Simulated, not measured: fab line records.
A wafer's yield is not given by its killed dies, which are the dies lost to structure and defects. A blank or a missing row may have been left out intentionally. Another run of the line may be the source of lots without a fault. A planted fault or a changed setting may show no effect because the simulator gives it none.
fab line records	flow n5_finfet
record lots=4	wafers=11	last_day=17
route steps=1938 shown BEOL_M4@1099 BEOL_M5@1112 BEOL_M7@1326 PASSIVATION@1936
lots that met no fault: taken from a fault-free run of the same line
start_h: the number of hours between the record's first day and the start of the first shown wafer of the lot	wait_h: hours since the lot's step before	" unchanged from the row above	L1.1+2: one row covering several wafers at once	- no value present, or no start provided	* or withheld: withheld	< > ~ a bound
route shown NAME@n: a module of which the file shows steps, and the number in the route of the first	usual: mean and standard deviation over wafers with no fault	same: alike in all rows	chamber/n: place in a boat	sites: each site's reading	_std_site: standard deviation of those values	_edge_site: inner sites' mean taken away from outer sites' mean	radius_mm: for every site, how far away it sits from the centre of the wafer	mask NAME#n: copy n	behind: the most recent tool/chamber to have shaped the wafer	hold: cause of the lot's hold/its duration in hours/its outcome	device: which transistor (n, p or np) failed to switch	end of line: the route-end tests of the same wafers	for a step that has no rows: nothing shown but its recipe	killed: dies lost to structure and defects at the first sort, not the wafer's yield	map: dies across one wafer; x = killed, . = not, _ = none there
set.NAME: the setting the step ran with; set.NAME@STEP: the setting that earlier step ran with	model.NAME: the simulator's own value behind a step, which no gauge read
certain route steps with their lots: each step a table, each wafer a row
services: a tool's chamber out of use, with start hour (start_h, from the record's first day; less than 0 if before it), hours out, and reason
## steps
# step N5_BEOL_M4_ANNEAL_95
# recipe temp_c=400	time_s=240	ambient=vacuum
# step N5_BEOL_M4_SPUTTER_96
# recipe material=Cu	target_thk_a=45	temp_c=-20	chamber_pressure_pa=0.07	power_w=withheld	time_s=8.29
# step N5_BEOL_M4_ECD_50
# recipe material=Cu	target_thk_a=3000
# step N5_BEOL_M4_ANNEAL_51
# recipe temp_c=225	time_s=90	ambient=N2
# step N5_BEOL_M4_CMP_52
# recipe stop_on=SiOC	t_overpolish_s=6.8	down_force_psi=1	platen_rpm=50	clearing_platen_down_force_psi=1.5	clearing_platen_rpm=50	post_cmp_clean=cu_alkaline	target_thk_nm=40	clearing_platen_pad_velocity_m_s=0.99484	pad_velocity_m_s=0.99484
# step N5_BEOL_M4_PRE_CLEAN_60
# recipe gas=NH3/H2	time_s=15	temp_c=*	rf_power_w=300
# step N5_BEOL_M4_CO_CAP_55
# recipe material=Co	target_thk_a=20	temp_c=200	precursor=CCTBA/H2	pressure_torr=30	time_s=102.1
# step N5_BEOL_M4_PRE_CLEAN_56
# recipe gas=NH3	time_s=15	temp_c=withheld	rf_power_w=300
# step N5_BEOL_M4_DEP_57
# recipe material=SiCN	target_thk_a=80	temp_c=withheld	precursor=3MS/NH3	pressure_torr=3	rf_w=202	time_s=14
# step N5_BEOL_M4_RC_MEAS_101
# usual DIBL_N=36.4/1.4	DIBL_P=36.3/1.8	IOFF_N=0.163/0.024	IOFF_P=0.21/0.034	ION_N=673/11	ION_P=461/7.4	SS_N=71.6/0.52	SS_P=73.3/0.58	VT_N=249.4/2.5	VT_P=-250/3.5
lot.wafer	tool	chamber	start_h	wait_h	DIBL_N[mV/V]	DIBL_P[mV/V]	IOFF_N[nA/um]	IOFF_P[nA/um]	ION_N[uA/um]	ION_P[uA/um]	SS_N[mV/dec]	SS_P[mV/dec]	VT_N[mV]	VT_P[mV]
L595.2	prober-01	0	199.24	0.2	37.7	37.1	0.166	0.25	669	464	71.9	73.7	249.5	-245
L595.5	"	0	"	"	38.9	37.6	0.185	0.28	674	470	72.0	73.3	250.3	-243
L594.1	prober-01	0	201.62	0.0	35.6	36.3	0.159	0.20	674	457	71.3	73.8	251.1	-252
L594.4	"	0	"	"	35.8	36.3	0.154	0.20	663	457	71.4	73.7	251.2	-252
L594.5	"	0	"	"	36.3	37.0	0.165	0.22	664	455	72.2	73.6	251.1	-251
L603.2	prober-01	0	258.07	0.2	37.5	37.5	0.201	0.25	678	462	72.1	73.9	247.8	-248
L603.3	"	0	"	"	37.8	38.8	0.212	0.27	681	466	72.2	73.9	247.0	-246
L603.6	"	0	"	"	34.7	35.5	0.158	0.21	678	466	71.9	73.9	249.5	-249
L609.2	prober-01	0	286.57	0.2	37.4	37.1	0.166	0.23	674	464	72.2	73.5	248.7	-248
L609.3	"	0	"	"	38.9	38.8	0.193	0.27	688	467	71.9	73.6	249.4	-247
L609.6	"	0	"	"	39.5	39.1	0.201	0.27	686	471	72.2	74.1	247.1	-244
# step N5_BEOL_M5_ILD_DEP_00
# recipe material=SiCOH_lowk	target_thk_a=1406.4	temp_c=300	precursor=DEMS/porogen	pressure_torr=5	rf_w=500	time_s=25.9
# step N5_BEOL_M5_CURE_79
# recipe temp_c=385	time_s=240	ambient=He/Ar	material=SiCOH_lowk
# step N5_BEOL_M5_PECVD_70
# recipe material=SiO2	target_thk_a=160	temp_c=400	precursor=TEOS/O2	pressure_torr=5.5	rf_w=450	teos_flow_sccm=53.8	gas=O2	flow_sccm=3000	time_s=18
# step N5_BEOL_M5_HM_DEP_02
# recipe material=TiN	target_thk_a=200	temp_c=25	chamber_pressure_pa=0.49996
# step N5_BEOL_M5_COAT_59
# recipe resist=SOC	temp_c=250	time_s=60	spin_rpm=1500	resist_thk_nm=60
# step N5_BEOL_M5_COAT_60
# recipe resist=SiARC	temp_c=220	time_s=60	spin_rpm=1500	resist_thk_nm=12
# step N5_BEOL_M5_COAT_71
# recipe resist=underlayer	temp_c=205	time_s=60	spin_rpm=1500	resist_thk_nm=5
# step N5_BEOL_M5_COAT_05
# recipe resist=CAR-EUV	spin_rpm=1500	resist_thk_nm=30
# step N5_BEOL_M5_EBR_07
# recipe solvent=PGMEA	ebr_width_mm=1.5
# step N5_BEOL_M5_SOFTBAKE_06
# recipe temp_c=110	time_s=60	resist=CAR-EUV
# step N5_BEOL_M5_EXPOSE_08
# recipe mask_id=M5	na=0.33	source_shape=annular	sigma_inner=0.4	sigma_outer=0.8	polarization=unpolarized	target_cd_nm=28	dose_mj=35.75
# step N5_BEOL_M5_PEB_09
# recipe peb_temp_c=100	peb_time_s=60	resist=CAR-EUV
# step N5_BEOL_M5_DEVELOP_10
# recipe develop_time_s=30	developer=TMAH	resist=CAR-EUV	rinse_liquid=surfactant_rinse	dry=air_spin	dev_temp_c=23
# step N5_BEOL_M5_DESCUM_16
# recipe chemistry=O2	time_s=7	source_power_w=50	bias_power_w=20	pressure_mtorr=20	rf_frequency_hz=2.712e+07	temp_c=40	resist=CAR-EUV	o2_flow_sccm=225
# step N5_BEOL_M5_ETCH_72
# recipe chemistry=N2/H2	target=underlayer	target_depth_a=65	mask_material=CAR-EUV	time_s=5.2	ion_energy_ev=200	pressure_mtorr=30	source_w=840	bias_w=150	n2_flow_sccm=200	h2_flow_sccm=200	ends=cleared
# step N5_BEOL_M5_ETCH_61
# recipe chemistry=CF4	target=SiARC	target_depth_a=156	mask_material=CAR-EUV	time_s=26	ion_energy_ev=80	pressure_mtorr=40	source_w=545	bias_w=36	Ar_flow_sccm=100	cf4_flow_sccm=100	ends=cleared
# step N5_BEOL_M5_ETCH_62
# recipe chemistry=N2/H2	target=SOC	target_depth_a=750	overetch_a=150	mask_material=SiARC	temp_c=40	time_s=112.5	ion_energy_ev=200	pressure_mtorr=30	source_w=840	bias_w=150	n2_flow_sccm=200	h2_flow_sccm=200
# step N5_BEOL_M5_STRIP_63
# recipe chemistry=N2/H2	temp_c=40	n2_flow_sccm=200	h2_flow_sccm=200	rf_frequency_hz=6e+07
# step N5_BEOL_M5_STRIP_73
# recipe chemistry=N2/H2	temp_c=40	n2_flow_sccm=200	h2_flow_sccm=200	rf_frequency_hz=6e+07
# step N5_BEOL_M5_STRIP_64
# recipe chemistry=CF4	resist=SiARC	power_w=300	bias_power_w=75	pressure_mtorr=50	cf4_flow_sccm=150	rf_frequency_hz=6e+07
# step N5_BEOL_M5_HM_OPEN_17
# recipe chemistry=Cl2/BCl3	target_depth_a=200	overetch_a=60	target=TiN	mask_material=SOC	ion_energy_ev=150	pressure_mtorr=10	icp_w=1000	bias_w=126	Cl2_flow_sccm=53.25	bcl3_flow_sccm=21.75	Ar_flow_sccm=25
# step N5_BEOL_M5_STRIP_19
# recipe chemistry=O2	power_w=400	temp_c=40	pressure_mtorr=30	rf_frequency_hz=6e+07	bias_power_w=0	overash_fraction=0.2	o2_flow_sccm=225
# step N5_BEOL_M5_COAT_65
# recipe resist=SOC	temp_c=250	time_s=60	spin_rpm=1500	resist_thk_nm=60
# step N5_BEOL_M5_COAT_66
# recipe resist=SiARC	temp_c=220	time_s=60	spin_rpm=1500	resist_thk_nm=12
# step N5_BEOL_M7_CMP_52
# recipe stop_on=SiCOH_lowk	t_overpolish_s=6.9	down_force_psi=1	platen_rpm=50	clearing_platen_down_force_psi=1.5	clearing_platen_rpm=50	post_cmp_clean=cu_alkaline	target_thk_nm=80	clearing_platen_pad_velocity_m_s=0.99484	pad_velocity_m_s=0.99484
# usual barrier_field_endpoint_s=28.9/0.64	edge_zone_pressure_frac=1.000/0.0052	motor_current_A=6.0/0.5	overpolish_run_s=6.900/0.0099	retaining_ring_pressure_frac=1.000/0.0048	slurry_filter_dp_kPa=13.49/0.13	time_to_endpoint_s=63.3/2.5
# same t_overpolish_s=6.9
lot.wafer	tool	chamber	start_h	wait_h	barrier_field_endpoint_s	edge_zone_pressure_frac	motor_current_A	overpolish_run_s	retaining_ring_pressure_frac	slurry_filter_dp_kPa	time_to_endpoint_s
L595.2	cmp-01	2	229.09	0.3	46.8	1.001	6.6	0.034	1.008	13.69	81.8
L595.5	"	2	"	"	46.8	1.002	6.6	0.034	1.009	13.43	81.6
L594.1	cmp-01	1	233.45	0.3	30.0	0.991	6.3	6.897	0.993	13.43	66.1
L594.4	"	0	"	"	29.4	0.998	6.3	6.889	1.000	13.49	63.1
L594.5	"	2	"	"	46.8	0.996	6.3	0.033	0.994	13.45	83.2
L603.3	cmp-02	2	285.61	0.2	27.5	0.999	5.6	6.896	0.999	13.40	55.7
L603.2	"	3	"	"	28.0	0.997	6.0	6.917	1.004	13.57	60.3
L603.6	"	0	"	"	27.8	1.002	6.2	6.896	1.002	13.51	58.6
L609.3	cmp-01	1	314.84	0.2	29.8	0.995	6.4	6.894	0.999	13.51	65.7
L609.2	"	3	"	"	29.6	1.002	5.3	6.905	0.997	13.41	66.5
L609.6	"	1	"	"	29.3	0.993	6.5	6.890	0.995	13.45	65.6
# step N5_BEOL_M7_THK_MEAS_53
# recipe thk_meas_gauge=xrf	reads=Cu_of_BEOL_M7_ECD_50
# usual M7_THK=79.9/2
lot.wafer	tool	chamber	start_h	wait_h	M7_THK[nm]
L595.2	film_metro-02	-	229.35	-	194.6
L595.5	"	-	"	"	189.3
L594.1	film_metro-02	-	233.74	-	77.2
L594.4	"	-	"	"	79.7
L594.5	"	-	"	"	191.3
L603.2	film_metro-01	-	285.83	-	79.3
L603.3	"	-	"	"	78.9
L603.6	"	-	"	"	82.2
L609.2	film_metro-01	-	315.11	-	81.1
L609.3	"	-	"	"	78.6
L609.6	"	-	"	"	78.4
# step N5_BEOL_M7_INSPECT_58
# recipe inspect_instrument=darkfield	mode=post_dep
# usual raw_defect_count=75/23
lot.wafer	tool	chamber	start_h	wait_h	raw_defect_count
L595.2	defect_inspect-02	-	229.53	0.0	1238
L595.5	"	-	"	"	1262
L594.1	defect_inspect-02	-	233.90	0.0	60
L594.4	"	-	"	"	60
L594.5	"	-	"	"	1166
L603.2	defect_inspect-02	-	285.99	0.0	67
L603.3	"	-	"	"	75
L603.6	"	-	"	"	101
L609.2	defect_inspect-02	-	315.26	0.0	95
L609.3	"	-	"	"	114
L609.6	"	-	"	"	118
# step N5_PASSIVATION_PROBE_49
# usual defect_limited_yield=91.4/1.6	killed_at_M0_to_M3=34/12	killed_at_M4_up=13/5.2	killed_at_contacts=11/5.5	killed_at_front_end=40/13	killed_at_other=3.4/2.7	killed_dies=102/19	killed_on_rim=13/4.3	killed_open=66/15	killed_short=33/7.9	sort_bin_5_function=5.1/1.1	sort_bin_6_memory=3.2/0.7	sort_n_pass=1078/19	sort_yield_pct=91.4/1.6
# same gross_dies=1180	killed_at_back_side=0	sort_bin_4_leakage[%]=0	sort_bin_8_speed[%]=0
lot.wafer	tool	chamber	start_h	wait_h	defect_limited_yield[%]	killed_at_M0_to_M3	killed_at_M4_up	killed_at_contacts	killed_at_front_end	killed_at_other	killed_dies	killed_on_rim	killed_open	killed_short	sort_bin_5_function[%]	sort_bin_6_memory[%]	sort_n_pass	sort_yield_pct[%]
L594.1	prober-01	-	302.33	0.0	92.1	27	15	7	39	5	93	8	53	40	4.9	2.7	1087	92.1
L594.4	prober-01	-	302.48	0.2	91.8	31	14	3	48	1	97	11	60	36	4.9	2.9	1083	91.8
L594.5	prober-01	-	302.53	0.2	0	22	1112	5	40	1	1180	152	55	24	4.4	2.1	0	0
L595.2	prober-01	-	310.83	0.1	0	57	1052	5	62	4	1180	152	103	41	7.9	4.2	0	0
L595.5	prober-01	-	310.98	0.2	0	31	1106	5	37	1	1180	152	61	29	5.1	2.3	0	0
L603.2	prober-02	-	370.09	0.1	91.5	40	21	5	32	2	100	11	60	36	4.9	3.1	1080	91.5
L603.3	prober-02	-	370.14	0.1	91.3	42	9	20	29	3	103	9	66	36	5.4	2.8	1077	91.3
L603.6	prober-02	-	370.29	0.3	90.2	32	11	12	59	2	116	18	82	33	6.0	3.5	1064	90.2
L609.2	prober-01	-	400.66	0.1	90.2	32	10	18	52	4	116	15	81	35	5.3	4.2	1064	90.2
L609.3	prober-01	-	400.71	0.1	93.4	32	8	4	34	0	78	14	52	24	4.1	2.2	1102	93.4
L609.6	prober-01	-	400.86	0.3	93.1	27	4	11	39	1	82	9	58	24	4.0	2.8	1098	93.1
# killed by level:class
L594.1 BEOL_M0_SAQP:geometric_particle:short=14 FIN_SAQP:geometric_particle:open=9 FIN_SAQP:geometric_particle:short=9 BEOL_M0_SAQP:geometric_particle:open=7 BEOL_M4:geometric_particle:open=7 STI_FIN_REVEAL:geometric_particle:open=6 GATE_CUT:geometric_particle:short=5 MOL_CONTACT_COAG:geometric_particle:open=5
L594.4 FIN_SAQP:geometric_particle:open=17 BEOL_M2:geometric_particle:open=10 BEOL_M0_SAQP:geometric_particle:short=9 FIN_SAQP:geometric_particle:short=8 BEOL_M4:geometric_particle:open=8 STI_FIN_REVEAL:geometric_particle:open=5 DUMMY_GATE:geometric_particle:short=4 BEOL_M0_SAQP:geometric_particle:open=4
L594.5 BEOL_M7:area_cmp=1099 STI_FIN_REVEAL:geometric_particle:open=12 FIN_SAQP:geometric_particle:open=6 MOL_CONTACT_COAG:geometric_particle:open=5 BEOL_M0_SAQP:geometric_particle:open=5 BEOL_M3:geometric_particle:open=5 BEOL_M4:geometric_particle:open=5 FIN_SAQP:geometric_particle:short=4
L595.2 BEOL_M7:area_cmp=1036 BEOL_M0_SAQP:geometric_particle:open=23 FIN_SAQP:geometric_particle:open=16 FIN_SAQP:geometric_particle:short=14 BEOL_M4:geometric_particle:open=12 BEOL_M0_SAQP:geometric_particle:short=10 DUMMY_GATE:geometric_particle:open=7 BEOL_M1:geometric_particle:open=7
L595.5 BEOL_M7:area_cmp=1090 BEOL_M4:geometric_particle:open=14 BEOL_M3:geometric_particle:open=10 FIN_SAQP:geometric_particle:open=9 FIN_SAQP:geometric_particle:short=8 STARTING-WAFER:geometric_particle:short=6 BEOL_M2:geometric_particle:open=5 STI_FIN_REVEAL:geometric_particle:open=4
L603.2 BEOL_M2:geometric_particle:open=12 BEOL_M4:geometric_particle:open=12 STI_FIN_REVEAL:geometric_particle:open=9 BEOL_M1:geometric_particle:short=7 BEOL_M0_SAQP:geometric_particle:open=5 BEOL_M0_SAQP:geometric_particle:short=5 BEOL_M1:geometric_particle:open=5 FIN_SAQP:geometric_particle:open=4
L603.3 MOL_CONTACT_COAG:geometric_particle:open=15 BEOL_M2:geometric_particle:open=11 STI_FIN_REVEAL:geometric_particle:open=8 BEOL_M0_SAQP:geometric_particle:open=8 BEOL_M2:geometric_particle:short=7 FIN_SAQP:geometric_particle:short=6 BEOL_M0_SAQP:geometric_particle:short=6 MOL_CONTACT_COAG:geometric_particle:short=5
L603.6 FIN_SAQP:geometric_particle:short=16 FIN_SAQP:geometric_particle:open=14 STI_FIN_REVEAL:geometric_particle:open=14 BEOL_M3:geometric_particle:open=10 MOL_CONTACT_COAG:geometric_particle:open=9 BEOL_M4:geometric_particle:open=7 DUMMY_GATE:geometric_particle:open=5 BEOL_M0_SAQP:geometric_particle:open=5
L609.2 FIN_SAQP:geometric_particle:open=16 FIN_SAQP:geometric_particle:short=15 MOL_CONTACT_COAG:geometric_particle:open=14 BEOL_M2:geometric_particle:open=11 STI_FIN_REVEAL:geometric_particle:open=8 BEOL_M0_SAQP:geometric_particle:short=7 GATE_CUT:geometric_particle:open=5 BEOL_M0_SAQP:geometric_particle:open=5
L609.3 BEOL_M2:geometric_particle:open=12 FIN_SAQP:geometric_particle:short=9 BEOL_M1:geometric_particle:open=9 FIN_SAQP:geometric_particle:open=8 STI_FIN_REVEAL:geometric_particle:open=6 BEOL_M3:geometric_particle:open=4 STI_FIN_REVEAL:geometric_particle:short=3 MOL_CONTACT_COAG:geometric_particle:open=3
L609.6 STI_FIN_REVEAL:geometric_particle:open=9 MOL_CONTACT_COAG:geometric_particle:open=9 DUMMY_GATE:geometric_particle:open=8 BEOL_M2:geometric_particle:open=6 BEOL_M1:geometric_particle:open=5 FIN_SAQP:geometric_particle:short=4 FIN_SAQP:geometric_particle:open=4 BEOL_M0_SAQP:geometric_particle:open=4
# map L594.5 (x killed, . not)
_________________xxxxxxxxxxxx________________
______________xxxxxxxxxxxxxxxxxx_____________
___________xxxxxxxxxxxxxxxxxxxxxxxx__________
__________xxxxxxxxxxxxxxxxxxxxxxxxxx_________
________xxxxxxxxxxxxxxxxxxxxxxxxxxxxxx_______
_______xxxxxxxxxxxxxxxxxxxxxxxxxxxxxxxx______
______xxxxxxxxxxxxxxxxxxxxxxxxxxxxxxxxxx_____
_____xxxxxxxxxxxxxxxxxxxxxxxxxxxxxxxxxxxx____
____xxxxxxxxxxxxxxxxxxxxxxxxxxxxxxxxxxxxxx___
___xxxxxxxxxxxxxxxxxxxxxxxxxxxxxxxxxxxxxxxx__
___xxxxxxxxxxxxxxxxxxxxxxxxxxxxxxxxxxxxxxxx__
__xxxxxxxxxxxxxxxxxxxxxxxxxxxxxxxxxxxxxxxxxx_
__xxxxxxxxxxxxxxxxxxxxxxxxxxxxxxxxxxxxxxxxxx_
_xxxxxxxxxxxxxxxxxxxxxxxxxxxxxxxxxxxxxxxxxxxx
_xxxxxxxxxxxxxxxxxxxxxxxxxxxxxxxxxxxxxxxxxxxx
_xxxxxxxxxxxxxxxxxxxxxxxxxxxxxxxxxxxxxxxxxxxx
_xxxxxxxxxxxxxxxxxxxxxxxxxxxxxxxxxxxxxxxxxxxx
_xxxxxxxxxxxxxxxxxxxxxxxxxxxxxxxxxxxxxxxxxxxx
_xxxxxxxxxxxxxxxxxxxxxxxxxxxxxxxxxxxxxxxxxxxx
_xxxxxxxxxxxxxxxxxxxxxxxxxxxxxxxxxxxxxxxxxxxx
_xxxxxxxxxxxxxxxxxxxxxxxxxxxxxxxxxxxxxxxxxxxx
__xxxxxxxxxxxxxxxxxxxxxxxxxxxxxxxxxxxxxxxxxx_
__xxxxxxxxxxxxxxxxxxxxxxxxxxxxxxxxxxxxxxxxxx_
___xxxxxxxxxxxxxxxxxxxxxxxxxxxxxxxxxxxxxxxx__
___xxxxxxxxxxxxxxxxxxxxxxxxxxxxxxxxxxxxxxxx__
____xxxxxxxxxxxxxxxxxxxxxxxxxxxxxxxxxxxxxx___
_____xxxxxxxxxxxxxxxxxxxxxxxxxxxxxxxxxxxx____
______xxxxxxxxxxxxxxxxxxxxxxxxxxxxxxxxxx_____
_______xxxxxxxxxxxxxxxxxxxxxxxxxxxxxxxx______
________xxxxxxxxxxxxxxxxxxxxxxxxxxxxxx_______
__________xxxxxxxxxxxxxxxxxxxxxxxxxx_________
___________xxxxxxxxxxxxxxxxxxxxxxxx__________
______________xxxxxxxxxxxxxxxxxx_____________
_________________xxxxxxxxxxxx________________
# map L595.2 (x killed, . not)
_________________xxxxxxxxxxxx________________
______________xxxxxxxxxxxxxxxxxx_____________
___________xxxxxxxxxxxxxxxxxxxxxxxx__________
__________xxxxxxxxxxxxxxxxxxxxxxxxxx_________
________xxxxxxxxxxxxxxxxxxxxxxxxxxxxxx_______
_______xxxxxxxxxxxxxxxxxxxxxxxxxxxxxxxx______
______xxxxxxxxxxxxxxxxxxxxxxxxxxxxxxxxxx_____
_____xxxxxxxxxxxxxxxxxxxxxxxxxxxxxxxxxxxx____
____xxxxxxxxxxxxxxxxxxxxxxxxxxxxxxxxxxxxxx___
___xxxxxxxxxxxxxxxxxxxxxxxxxxxxxxxxxxxxxxxx__
___xxxxxxxxxxxxxxxxxxxxxxxxxxxxxxxxxxxxxxxx__
__xxxxxxxxxxxxxxxxxxxxxxxxxxxxxxxxxxxxxxxxxx_
__xxxxxxxxxxxxxxxxxxxxxxxxxxxxxxxxxxxxxxxxxx_
_xxxxxxxxxxxxxxxxxxxxxxxxxxxxxxxxxxxxxxxxxxxx
_xxxxxxxxxxxxxxxxxxxxxxxxxxxxxxxxxxxxxxxxxxxx
_xxxxxxxxxxxxxxxxxxxxxxxxxxxxxxxxxxxxxxxxxxxx
_xxxxxxxxxxxxxxxxxxxxxxxxxxxxxxxxxxxxxxxxxxxx
_xxxxxxxxxxxxxxxxxxxxxxxxxxxxxxxxxxxxxxxxxxxx
_xxxxxxxxxxxxxxxxxxxxxxxxxxxxxxxxxxxxxxxxxxxx
_xxxxxxxxxxxxxxxxxxxxxxxxxxxxxxxxxxxxxxxxxxxx
_xxxxxxxxxxxxxxxxxxxxxxxxxxxxxxxxxxxxxxxxxxxx
__xxxxxxxxxxxxxxxxxxxxxxxxxxxxxxxxxxxxxxxxxx_
__xxxxxxxxxxxxxxxxxxxxxxxxxxxxxxxxxxxxxxxxxx_
___xxxxxxxxxxxxxxxxxxxxxxxxxxxxxxxxxxxxxxxx__
___xxxxxxxxxxxxxxxxxxxxxxxxxxxxxxxxxxxxxxxx__
____xxxxxxxxxxxxxxxxxxxxxxxxxxxxxxxxxxxxxx___
_____xxxxxxxxxxxxxxxxxxxxxxxxxxxxxxxxxxxx____
______xxxxxxxxxxxxxxxxxxxxxxxxxxxxxxxxxx_____
_______xxxxxxxxxxxxxxxxxxxxxxxxxxxxxxxx______
________xxxxxxxxxxxxxxxxxxxxxxxxxxxxxx_______
__________xxxxxxxxxxxxxxxxxxxxxxxxxx_________
___________xxxxxxxxxxxxxxxxxxxxxxxx__________
______________xxxxxxxxxxxxxxxxxx_____________
_________________xxxxxxxxxxxx________________
## services
tool	chamber	start_h	hours	kind
cmp-02	-	215.18	2.3	repair
cmp-01	-	230.12	0.3	repair
cmp-01	-	277.20	1.9	repair
cmp-02	-	288.98	0.9	repair
cmp-01	-	292.69	1.4	repair
cmp-01	-	298.24	4.0	pm
cmp-01	-	302.24	-	consumable_replace:conditioner
cmp-01	-	302.24	-	consumable_replace:pad
cmp-01	-	314.04	0.4	repair
## key
first_sign step=N5_BEOL_M7_CMP_52	reading=overpolish_run_s	direction=down	sigmas=99+	usual=6.900	struck=0.034
effect step=N5_BEOL_M7_CMP_52	reading=barrier_field_endpoint_s	direction=up	sigmas=28	usual=28.9	struck=46.8
effect step=N5_BEOL_M7_THK_MEAS_53	reading=M7_THK	direction=up	sigmas=57	usual=79.9	struck=191.7
effect step=N5_BEOL_M7_INSPECT_58	reading=raw_defect_count	direction=up	sigmas=50	usual=75	struck=1222
effect step=N5_PASSIVATION_PROBE_49	reading=killed_at_M4_up	direction=up	sigmas=99+	usual=13	struck=1090
more_kills_born_at N5_BEOL_M7_CMP_52@cmp-01=3225
met_at N5_BEOL_M7_CMP_52
struck_wafers L594.5,L595.2,L595.5
later_rows_left_out L594.5,L595.2,L595.5
fault kind=process_parameter_drift	tool=cmp-01	chamber=-	onset_h=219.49	steps=N5_BEOL_M7_CMP_52	channel=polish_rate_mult	offset=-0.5	shape=step	end_h=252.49	scope=struck_wafers_only
# later_rows_left_out: the simulator's readings of these wafers behind a module that went badly wrong aren't trusted and aren't shown, but for the sort
